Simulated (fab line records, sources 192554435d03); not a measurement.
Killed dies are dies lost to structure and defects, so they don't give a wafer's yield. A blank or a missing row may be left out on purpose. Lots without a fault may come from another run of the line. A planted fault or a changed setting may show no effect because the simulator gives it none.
A struck lot beside a sound one | flow n5_finfet | 15 steps out of a route of 1938
Sound: wafers L705.1, L705.3, L705.4. Struck: wafer L713.5. (L713.3, L713.6 of the same lot were not struck and are left out.) The cause comes at the end.
At each step with rows: each side's tool, then ch and its chambers, then its first start. Under that, the readings that differ: sound wafers | struck wafers | difference of the means | sigmas: that difference in standard deviations of wafers without a fault.
alike: readings whose means differ by less than 2 such deviations, and words and numbers that are the same on both sides. not compared: withheld readings, readings that some wafer has no value for, bounds like >300 that may hide the same value, and numbers for which the record gives no deviation and whose values overlap.
The two part at a step that has a row with sigmas, a row that says differs or no value, or rows on one side only. Numbers that don't overlap but have no deviation are shown without sigmas and don't part them. A reading that every wafer of one side lacks parts them only if that side has two wafers or more.

first, 10 steps without rows for these wafers: N5_SDB_DESCUM_16 (chemistry O2, time 7.9 s); N5_SDB_ETCH_17 (etches SiARC in CF4, target depth 23.4 nm, time 39 s); N5_SDB_ETCH_18 (etches SOC in N2/H2, target depth 100 nm, overetch 20 nm, time 150 s); N5_SDB_STRIP_19 (strips in N2/H2); N5_SDB_STRIP_21 (strips in CF4); N5_SDB_HM_OPEN_20 (chemistry CH3F/O2, target SiNx, stops on poly-Si, target depth 24 nm); N5_SDB_STRIP_22 (strips in N2/H2); N5_SDB_PRECLEAN_23 (cleans in dHF, time 30 s); N5_SDB_DUMMY_REMOVE_24 (chemistry TMAH, target poly-Si, stops on SiO2, target depth 142 nm, time 57 s, rinse time 30 s); N5_SDB_ETCH_25 (etches SiO2 in C4F6/O2, target depth 10 nm, time 3.3 s).
N5_SDB_CUT_ETCH_26: etches Si in HBr/Cl2/O2, target depth 129.6 nm, bt time 20 s, time 51.8 s.
  sound on rie_si-04 ch 0,1,2, day 4 18:26; struck on rie_si-04 ch 0, day 6 20:09
  reading                                 | sound             | struck | difference | sigmas
  model.SDB.feature_depth_nm (nm)         | 130.4 128.2 129.6 | 133.4  | +4.0       |
  model.etch.depth_nm (nm)                | 130.3 128.2 129.7 | 133.5  | +4.1       |
  model.SiNx_of_SDB_HM_DEP_00.thk_nm (nm) | 21.4 22 22.2      | 19.6   | -2.3       |
  alike: drypump_motor_current_A, oes_product_au, throttle_valve_pct
  not compared: bias_w, rf_hours_counter_h
N5_SDB_PRECLEAN_38: cleans in dHF, time 10 s.
  sound on wet_bench-01 ch 3,4,7, day 4 18:33; struck on wet_bench-01 ch 0, day 6 20:16
  reading                                 | sound          | struck | difference | sigmas
  model.SiNx_of_SDB_HM_DEP_00.thk_nm (nm) | 21.4 21.8 22.2 | 19.6   | -2.2       |
then, 1 step without rows for these wafers: N5_SDB_PRECLEAN_39 (cleans in O3/DIW, time 45 s).
-- the record jumps here: 4 days lie between the struck wafers' starts before and after (it left off in module SDB and takes up again in module BEOL_M4, whose first step shown is number 1111 of the route) --
N5_BEOL_M4_RC_MEAS_101:
  sound on prober-01 ch 0, day 9 07:37; struck on prober-01 ch 0, day 10 21:04
  alike: DIBL_N, DIBL_P, IOFF_N, IOFF_P, ION_N, ION_P, SS_N, SS_P, VT_N, VT_P
N5_PASSIVATION_PROBE_49:
  the record has rows for the sound wafers here (prober-02, day 13 19:22) and none for the struck ones

WHERE THEY PART
Only at N5_PASSIVATION_PROBE_49, within this record.

WHY: what the simulator had put in
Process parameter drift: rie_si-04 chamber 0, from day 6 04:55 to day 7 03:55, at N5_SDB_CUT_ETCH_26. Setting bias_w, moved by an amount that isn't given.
